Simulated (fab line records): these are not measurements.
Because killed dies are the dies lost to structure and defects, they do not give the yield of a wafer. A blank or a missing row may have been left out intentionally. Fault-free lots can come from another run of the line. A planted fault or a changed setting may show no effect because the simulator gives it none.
Struck lot and sound lot, side by side :: flow nand_harc :: 13 steps out of a route of 1302
Sound: wafers L771.1, L771.4, L771.6. Struck: wafers L781.4, L781.5. (L781.2 of the same lot was not struck and is left out.) The cause comes at the end.
Per side, at each step with rows, come the tool, then ch with its chambers, and then its first start. Under that, the readings that differ: sound wafers :: struck wafers :: difference of the means :: sigmas: that difference in standard deviations of wafers without a fault.
alike: words and numbers the same on both sides, and readings whose means are apart by under 2 such deviations; not compared: readings that were withheld, readings missing a value for some wafer, numbers with overlapping values and no deviation given by the record, and bounds like >300 which may hide the same value.
Wherever a step has rows on one side only, a row that says differs or no value, or a row with sigmas, the two part there. Numbers that have no deviation but don't overlap get no sigmas and don't part them. A reading missing from all wafers of one side parts the sides only when that side holds two or more wafers.

first, 1 step without rows for these wafers: NHARC_A_SLIT_SRD_20.
NHARC_A_SLIT_CD_MEAS_21:
  sound on cd_sem-03 at day 21 07:58; struck on cd_sem-02 at day 26 06:20
  alike: cd_nm
then, 3 steps without rows for these wafers: NHARC_A_SIN_REMOVE_WET_00 (chemistry H3PO4, time 15300 s); NHARC_A_SIN_REMOVE_PRECLEAN_01 (cleans in SC1); NHARC_A_SIN_REMOVE_SRD_02.
NHARC_A_SIN_REMOVE_INSPECT_04:
  sound on defect_inspect-02 at day 21 14:04; struck on defect_inspect-02 at day 26 12:52
  alike: raw_defect_count
NHARC_A_WL_FILL_ALD_00: deposits Al2O3, target thk 3 nm, pulse time 3 s, ald cycles 30.
  sound on ald_hk-01 ch 0,3, day 21 14:20; struck on ald_hk-01 ch 2,3, day 26 12:58
reading: susceptor_temp_C (C)
sound: - - -
struck: 299.99 300.02
difference: no value on the sound wafers
sigmas: 
  alike: heater_power_w, precursor_pulse_height_rel
NHARC_A_WL_FILL_RTA_01: time 5 s.
  sound on rtp_anneal-01 ch 0, day 21 14:34; struck on rtp_anneal-02 ch 0, day 26 13:14
  alike: lamp_power_pct, lamp_zone_2_pct, lamp_zone_5_pct, wafer_temp_C_max
NHARC_A_WL_FILL_ALD_02: deposits TiN, target thk 2 nm, pulse time 3 s, ald cycles 100.
  sound on ald_metal-04 ch 0,1,2, day 21 14:47; struck on ald_metal-04 ch 0,2, day 26 13:25
  alike: heater_power_w, precursor_pulse_height_rel, susceptor_temp_C
NHARC_A_WL_FILL_CVD_03: deposits W, target thk 40 nm, time 279 s.
  sound on cvd_w-02 ch 0,1, day 21 15:13; struck on cvd_w-02 ch 0,1, day 26 13:51
reading: susceptor_temp_C (C)
sound: - - -
struck: 300.05 299.87
difference: no value on the sound wafers
sigmas: 
  alike: heater_power_w, mfc_wf6_sccm, throttle_valve_pct
NHARC_A_WL_FILL_ETCHBACK_04: etches the open film in NF3, target depth 60 nm, time 120 s.
  sound on rie_metal-03 ch 0,1, day 21 15:35; struck on rie_metal-02 ch 1, day 26 14:14
reading: run_length_s (s)
sound: 140.5 140.5 141.8
struck: 106.3 106.4
difference: -34.6
sigmas: -86
  alike: drypump_motor_current_A, oes_product_au
  not compared: rf_hours_counter_h
NHARC_A_WL_FILL_ETCHBACK_05: etches the open film in Cl2/BCl3, target depth 22 nm, time 60 s.
  sound on rie_metal-03 ch 0,1, day 21 15:50; struck on rie_metal-02 ch 0, day 26 14:29
  alike: drypump_motor_current_A, oes_product_au, run_length_s
  not compared: rf_hours_counter_h
-- break in the record here, with 4 days between the starts of the struck wafers on either side (left off in module A_WL_FILL, picked up again in module END, where the first step shown is number 1302 on the route) --
NHARC_END_SORT_01:
  only the struck wafers appear in the record here, on prober-02 ch 0 at day 30 16:58; the sound ones have no rows

WHERE THEY PART
First at NHARC_A_WL_FILL_ALD_00; last, within this record, at NHARC_END_SORT_01.

WHY: what had been put in by the simulator
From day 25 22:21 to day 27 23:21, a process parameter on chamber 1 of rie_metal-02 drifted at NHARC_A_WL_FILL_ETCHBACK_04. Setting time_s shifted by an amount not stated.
